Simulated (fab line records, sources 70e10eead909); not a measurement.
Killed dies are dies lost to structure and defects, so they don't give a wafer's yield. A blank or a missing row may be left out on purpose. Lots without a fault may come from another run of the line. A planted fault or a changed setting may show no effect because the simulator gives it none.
fab line records | flow nand_harc
record lots=5 wafers=14 last_day=25
route steps=1159 shown A_STAIRCASE@520 END@1159
lots that met no fault: from a run of the same line without faults
start_h: hours from the record's first day to the start of the lot's first wafer shown | wait_h: hours since the lot's step before | " the same as in the row above | L1.1+2: a row that stands for several wafers | - no value, or no start given | * or withheld: withheld | < > ~ a bound
route shown NAME@n: a module of which the file shows steps, and the number in the route of the first | usual: mean/standard deviation of fault-free wafers | same: alike in all rows | chamber/n: place in a boat | sites: the reading at each site | _std_site: their standard deviation | _edge_site: outer sites' mean less inner sites' | radius_mm: how far each site lies from the wafer's centre | mask NAME#n: copy n | behind: the tool/chamber that last shaped the wafer | hold: why the lot was held/for how many hours/how that ended | device: the transistor (n, p or np) that didn't switch | end of line: the same wafers' tests at the end of the route | a step without rows: its recipe alone | killed: dies lost to structure and defects at the first sort, not the wafer's yield | map: a wafer's dies, x killed, . not, _ none there
set.NAME: the setting as run; set.NAME@STEP: as run at that earlier step | model.NAME: the simulator's own value behind a step, which no gauge read
lots at some steps of the route; a table a step, a row a wafer
services: from which hour (start_h, from the record's first day; less than 0 if before it) a tool's chamber was out of use, for how many hours, and why
## steps
# step NHARC_A_STAIRCASE_DEHYDRATE_158
# recipe temp_c=150 time_s=120
# step NHARC_A_STAIRCASE_HMDS_159
# recipe time_s=30
# step NHARC_A_STAIRCASE_COAT_160
# recipe spin_rpm=1200
# step NHARC_A_STAIRCASE_SOFTBAKE_161
# recipe temp_c=135 time_s=170
# step NHARC_A_STAIRCASE_EBR_162
# step NHARC_A_STAIRCASE_EXPOSE_163
# recipe na=0.5 dose_mj=20.01 mask_id=STAIR_OPEN
# step NHARC_A_STAIRCASE_PEB_164
# recipe peb_temp_c=115 peb_time_s=130
# step NHARC_A_STAIRCASE_DEVELOP_165
# recipe time_s=140
# step NHARC_A_STAIRCASE_HARDBAKE_167
# recipe temp_c=120 time_s=140
# step NHARC_A_STAIRCASE_DESCUM_168
# recipe time_s=3 o2_flow_sccm=200 ar_flow_sccm=0 bias_power_w=0 chemistry=O2
# usual drypump_motor_current_A=5.5/0.43 oes_product_au=1.004/0.0098 rf_vpp_V=57.6/0.86 showerhead_plenum_p_Torr=1.88/0.071 throttle_valve_pct=11.310/0.0093
# columns lot.wafer tool chamber start_h wait_h drypump_motor_current_A oes_product_au rf_hours_counter_h rf_vpp_V showerhead_plenum_p_Torr throttle_valve_pct
L837.1 rie_diel-02 0 235.18 - 6.0 1.003 26 58.0 1.89 11.309
L837.2 " 1 " " 5.5 1.008 27 58.8 1.95 11.315
L837.6 " 1 " " 5.5 1.011 - 58.7 1.95 11.310
L839.1 rie_diel-04 3 246.82 - 5.2 1.025 40 57.1 1.83 11.317
L839.3 " 1 " " 5.0 1.012 48 57.1 1.92 11.301
L839.5 " 3 " " 5.2 1.010 - 58.2 1.83 11.313
L853.4 rie_diel-04 1 326.63 - 5.0 1.010 10 58.1 1.91 11.319
L853.2 " 2 " " 5.9 1.000 12 56.3 1.89 11.315
L858.3 rie_diel-01 2 358.15 - 6.2 1.011 13 55.6 1.85 11.310
L858.5 " 3 " " 5.3 0.989 - 58.9 1.93 11.308
L858.6 " 0 " " 5.9 1.001 - 57.7 1.78 11.300
L859.2 rie_diel-02 0 369.66 - 6.0 1.009 12 57.6 1.88 11.331
L859.4 " 3 " " 5.4 1.001 7 57.7 1.91 11.313
L859.6 " 1 " " 5.5 1.024 - 57.8 1.94 11.318
# step NHARC_A_STAIRCASE_ETCH_169
# recipe target_depth_a=500 time_s=107.1 ion_energy_ev=120 ch3f_flow_sccm=50 o2_flow_sccm=30 ar_flow_sccm=200 rf_w=500 bias_w=100 chemistry=CH3F/O2
# usual drypump_motor_current_A=5.5/0.44 oes_product_au=0.953/0.019 rf_vpp_V=243.8/1.4 run_length_s=128.3/0.49 showerhead_plenum_p_Torr=2.42/0.087 throttle_valve_pct=20.663/0.0094
# columns lot.wafer tool chamber start_h wait_h drypump_motor_current_A oes_product_au rf_hours_counter_h rf_vpp_V run_length_s showerhead_plenum_p_Torr throttle_valve_pct
L837.2 rie_diel-02 2 235.29 0.1 5.2 0.982 29 242.3 129.0 2.29 20.658
L837.1 " 3 " " 5.4 0.928 27 244.3 128.6 2.47 20.650
L837.6 " 0 " " 5.9 0.954 - 243.8 128.1 2.43 20.681
L839.1 rie_diel-04 0 246.92 0.1 5.6 0.954 43 244.7 128.1 2.46 20.658
L839.3 " 1 " " 4.9 0.978 48 243.6 128.1 2.47 20.670
L839.5 " 3 " " 5.2 0.965 - 243.0 127.6 2.36 20.665
L853.2 rie_diel-04 3 326.72 0.1 5.2 0.964 9 244.7 127.6 2.35 20.653
L853.4 " 1 " " 5.0 0.958 10 245.4 128.3 2.46 20.663
L858.3 rie_diel-01 1 358.21 0.1 4.8 0.971 12 246.6 128.4 2.66 20.657
L858.5 " 1 " " 4.8 0.973 - 247.5 128.4 2.66 20.659
L858.6 " 2 " " 6.2 0.988 - 243.7 128.1 2.38 20.662
L859.4 rie_diel-02 2 369.76 0.1 5.2 0.991 11 246.2 129.1 2.66 20.661
L859.2 " 3 " " 5.4 0.974 7 244.7 128.3 2.45 20.666
L859.6 " 0 " " 5.9 0.973 - 244.7 128.0 2.41 20.662
# step NHARC_A_STAIRCASE_ETCH_170
# recipe target_depth_a=2000 time_s=66.667 ion_energy_ev=250 c4f6_flow_sccm=25 o2_flow_sccm=20 ar_flow_sccm=500 rf_w=600 bias_w=500 chemistry=C4F6/O2
# usual drypump_motor_current_A=5.5/0.45 oes_product_au=0.974/0.016 rf_vpp_V=545.3/2.8 run_length_s=87.9/0.47 showerhead_plenum_p_Torr=3.85/0.13 throttle_valve_pct=26.904/0.0085
# columns lot.wafer tool chamber start_h wait_h drypump_motor_current_A oes_product_au rf_hours_counter_h rf_vpp_V run_length_s showerhead_plenum_p_Torr throttle_valve_pct
L837.2 rie_diel-02 2 235.40 - 5.2 0.976 29 541.9 89.0 3.67 26.898
L837.1 " 3 " " 5.4 0.931 27 548.4 87.9 3.94 26.888
L837.6 " 1 " " 5.5 0.977 - 548.4 87.1 3.99 26.910
L839.1 rie_diel-04 3 247.02 - 5.3 0.992 40 543.3 87.4 3.77 26.919
L839.3 " 0 " " 5.6 0.956 43 547.7 88.3 3.92 26.901
L839.5 " 3 " " 5.3 0.986 - 543.0 87.5 3.77 26.913
L853.4 rie_diel-04 0 326.85 - 5.6 0.953 10 547.7 91.1 3.91 26.908
L853.2 " 3 " " 5.3 0.988 9 542.7 88.0 3.75 26.904
L858.3 rie_diel-01 2 358.32 - 6.2 1.006 13 543.7 87.3 3.80 26.897
L858.5 " 2 " " 6.2 0.991 - 544.0 87.4 3.80 26.902
L858.6 " 3 " " 5.3 0.968 - 545.4 87.8 3.95 26.904
L859.4 rie_diel-02 0 369.86 - 5.9 0.987 12 545.7 87.8 3.86 26.906
L859.2 " 3 " " 5.4 1.000 7 546.2 87.8 3.92 26.910
L859.6 " 0 " " 5.9 1.003 - 546.9 87.7 3.86 26.898
# step NHARC_A_STAIRCASE_STRIP_171
# recipe power_w=1500 temp_c=250 chemistry=O2
# usual drypump_motor_current_A=5.9/0.42 heater_power_w=310/28 rf_refl_power_W=20/8.2
# columns lot.wafer tool chamber start_h wait_h drypump_motor_current_A heater_power_w rf_hours_counter_h rf_refl_power_W
L837.1 plasma_asher-02 1 235.50 - 5.9 324 12 32
L837.2 " 0 " " 6.3 339 12 14
L837.6 " 1 " " 5.9 333 - 32
L839.1 plasma_asher-01 0 247.13 - 6.0 281 51 20
L839.3 " 0 " " 6.0 273 - 19
L839.5 " 0 " " 6.0 272 - 20
L853.2 plasma_asher-02 0 326.97 - 6.4 336 48 13
L853.4 " 1 " " 5.9 330 - 33
L858.3 plasma_asher-01 0 358.53 - 6.0 277 - 20
L858.5 " 0 " " 6.0 270 - 20
L858.6 " 1 " " 5.2 296 - 14
L859.2 plasma_asher-01 0 370.02 - 6.0 271 30 20
L859.4 " 0 " " 6.0 265 - 20
L859.6 " 1 " " 5.2 296 - 13
# step NHARC_END_SORT_01
# recipe temp_c=25
# usual killed_at_array=27/11 killed_at_other=0.7/1.1 killed_at_periphery=3.4/2.1 killed_dies=31/12 killed_open=3.6/2 killed_short=2.0/1.3
# same gross_dies=677
# columns lot.wafer tool chamber start_h wait_h killed_at_array killed_at_other killed_at_periphery killed_dies killed_open killed_short
L837.1 prober-02 0 435.29 2.5 19 1 5 25 6 1
L837.2 prober-02 0 436.09 2.8 15 0 4 19 3 1
L837.6 prober-02 0 439.30 4.0 17 1 3 21 2 4
L839.1 prober-02 0 458.49 2.5 14 0 6 20 3 3
L839.3 prober-02 0 460.09 3.1 9 0 1 10 2 0
L839.5 prober-02 0 461.69 3.7 15 0 2 17 1 2
L853.2 prober-02 0 541.18 2.8 38 1 8 47 3 1
L853.4 prober-02 0 542.77 3.4 26 0 4 30 2 3
L858.3 prober-02 0 558.81 3.2 45 0 2 47 6 4
L858.5 prober-02 0 560.45 3.8 35 0 2 37 1 4
L858.6 prober-02 0 561.26 4.1 38 0 4 42 4 2
L859.2 prober-01 0 589.10 2.8 39 3 1 43 2 2
L859.4 prober-01 0 590.71 3.4 35 5 6 46 6 2
L859.6 prober-01 0 592.32 4.0 33 1 3 37 5 3
# killed by level:class
L837.1 A_CONTACT:chamber_film_flake=5 A_SLIT:chamber_film_flake=4 A_STAIRCASE:chamber_film_flake=3 P_CONTACT:geometric_particle:open=2 A_CHANNEL_HOLE_D1:chamber_film_flake=2 P_M0:geometric_particle:open=1 A_SOURCE_PLATE:geometric_particle:open=1 A_SLIT:geometric_particle:short=1
L837.2 A_SLIT:chamber_film_flake=4 A_STAIRCASE:chamber_film_flake=3 A_CONTACT:chamber_film_flake=3 A_CHANNEL_FILL_D1:geometric_particle:open=2 A_CONTACT:geometric_particle:short=1 A_CONTACT:geometric_particle:open=1 P_ZERO_WELL:chamber_film_flake=1 P_STI:chamber_film_flake=1
L837.6 A_SLIT:chamber_film_flake=7 A_ONON_D1:geometric_particle:short=2 A_CHANNEL_HOLE_D1:chamber_film_flake=2 P_CONTACT:geometric_particle:short=1 P_M0:geometric_particle:open=1 A_CHANNEL_HOLE_D1:geometric_particle:open=1 A_SGD_CUT:geometric_particle:short=1 P_BONDPAD:chamber_film_flake=1
L839.1 A_CONTACT:chamber_film_flake=3 P_GATE:chamber_film_flake=2 P_CONTACT:chamber_film_flake=2 A_STAIRCASE:chamber_film_flake=2 A_SLIT:chamber_film_flake=2 P_CONTACT:geometric_particle:short=1 P_M2:geometric_particle:open=1 A_CHANNEL_FILL_D1:geometric_particle:short=1
L839.3 A_SLIT:chamber_film_flake=3 A_CONTACT:chamber_film_flake=2 P_M1:geometric_particle:open=1 A_CONTACT:geometric_particle:open=1 A_CHANNEL_HOLE_D1:chamber_film_flake=1 A_CHANNEL_FILL_D1:chamber_film_flake=1 A_STAIRCASE:chamber_film_flake=1
L839.5 A_SLIT:chamber_film_flake=4 A_CHANNEL_FILL_D1:chamber_film_flake=3 A_CHANNEL_HOLE_D1:chamber_film_flake=2 A_STAIRCASE:chamber_film_flake=2 A_CONTACT:chamber_film_flake=2 P_CONTACT:geometric_particle:open=1 A_WL_FILL:geometric_particle:short=1 A_M0:geometric_particle:short=1
L853.2 A_CHANNEL_HOLE_D1:chamber_film_flake=32 P_ZERO_WELL:chamber_film_flake=6 A_CONTACT:chamber_film_flake=2 P_CONTACT:geometric_particle:open=1 A_ONON_D1:geometric_particle:open=1 A_SGD_CUT:geometric_particle:short=1 A_BLC:geometric_particle:open=1 P_GATE:chamber_film_flake=1
L853.4 A_CHANNEL_HOLE_D1:chamber_film_flake=18 P_ZERO_WELL:chamber_film_flake=3 A_CONTACT:chamber_film_flake=3 A_ONON_D1:geometric_particle:short=1 A_CHANNEL_HOLE_D1:geometric_particle:short=1 A_CHANNEL_FILL_D1:geometric_particle:short=1 A_CONTACT:geometric_particle:open=1 A_M0:geometric_particle:open=1
L858.3 A_CHANNEL_HOLE_D1:chamber_film_flake=28 A_WL_FILL:geometric_particle:short=2 A_CONTACT:geometric_particle:open=2 A_M0:geometric_particle:open=2 A_SGD_CUT:chamber_film_flake=2 A_CONTACT:chamber_film_flake=2 P_CONTACT:geometric_particle:open=1 A_SOURCE_PLATE:geometric_particle:open=1
L858.5 A_CHANNEL_HOLE_D1:chamber_film_flake=30 P_CONTACT:geometric_particle:short=1 P_M0:geometric_particle:open=1 A_SOURCE_PLATE:geometric_particle:short=1 A_ONON_D1:geometric_particle:short=1 A_WL_FILL:geometric_particle:short=1 A_ZERO_WELL:chamber_film_flake=1 A_STAIRCASE:chamber_film_flake=1
L858.6 A_CHANNEL_HOLE_D1:chamber_film_flake=30 A_CONTACT:chamber_film_flake=3 A_ZERO_WELL:chamber_film_flake=2 P_CONTACT:geometric_particle:open=1 P_M0:geometric_particle:open=1 P_M2:geometric_particle:open=1 P_M2:geometric_particle:short=1 A_ONON_D1:geometric_particle:open=1
L859.2 A_SLIT:chamber_film_flake=23 A_CHANNEL_HOLE_D1:chamber_film_flake=6 A_CONTACT:chamber_film_flake=4 THIN_TSV:chamber_film_flake=3 A_WL_FILL:chamber_film_flake=2 P_GATE:geometric_particle:open=1 A_SGD_CUT:geometric_particle:short=1 A_CONTACT:geometric_particle:short=1
L859.4 A_SLIT:chamber_film_flake=22 A_CHANNEL_HOLE_D1:chamber_film_flake=5 A_CONTACT:chamber_film_flake=4 THIN_TSV:chamber_film_flake=4 A_CONTACT:geometric_particle:open=3 P_ZERO_WELL:chamber_film_flake=3 P_CONTACT:geometric_particle:open=2 P_GATE:geometric_particle:open=1
L859.6 A_SLIT:chamber_film_flake=11 A_CHANNEL_HOLE_D1:chamber_film_flake=9 A_STAIRCASE:chamber_film_flake=3 A_CONTACT:chamber_film_flake=3 A_CHANNEL_FILL_D1:geometric_particle:short=2 A_CONTACT:geometric_particle:open=2 P_ZERO_WELL:chamber_film_flake=2 P_STI:geometric_particle:open=1
## services
# columns tool chamber start_h hours kind
rie_diel-01 3 223.43 9.2 repair
rie_diel-02 3 229.59 5.3 repair
rie_diel-02 0 234.03 - clean
rie_diel-02 1 234.03 - clean
rie_diel-02 2 234.03 - clean
rie_diel-01 0 236.14 16.6 repair
rie_diel-02 0 258.53 - clean
rie_diel-02 1 258.53 - clean
rie_diel-02 2 258.53 - clean
rie_diel-02 3 258.53 - clean
plasma_asher-01 - 276.32 9.0 pm
rie_diel-02 0 283.09 - clean
rie_diel-02 1 283.09 - clean
rie_diel-02 2 283.09 - clean
rie_diel-02 3 283.09 - clean
rie_diel-04 - 288.94 9.0 pm
rie_diel-02 0 307.59 - clean
rie_diel-02 1 307.59 - clean
rie_diel-04 3 308.63 6.8 repair
rie_diel-02 - 328.71 9.0 pm
plasma_asher-02 - 339.16 0.9 repair
rie_diel-02 3 355.31 12.3 repair
rie_diel-04 3 359.07 13.1 repair
plasma_asher-02 - 362.54 9.0 pm
## key
first_sign step=NHARC_A_STAIRCASE_ETCH_170 reading=run_length_s direction=up sigmas=6.7 usual=* struck=*
effect none on later readings
met_at NHARC_A_STAIRCASE_ETCH_170
struck_wafers L853.4
tester_left_out L853
onset_between 247.02 326.85
fault kind=process_parameter_drift tool=rie_diel-04 chamber=- onset_h=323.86 steps=NHARC_A_STAIRCASE_ETCH_170 channel=time_s offset=* shape=step end_h=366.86 scope=struck_wafers_only acts_in=* stated=*
# tester_left_out: of these lots the tester's yield and bins aren't shown, on N5 and GAA mostly nor the transistor test; their killed dies are dies lost to structure and defects alone, not to doping, threshold or leakage, so they don't give the yield
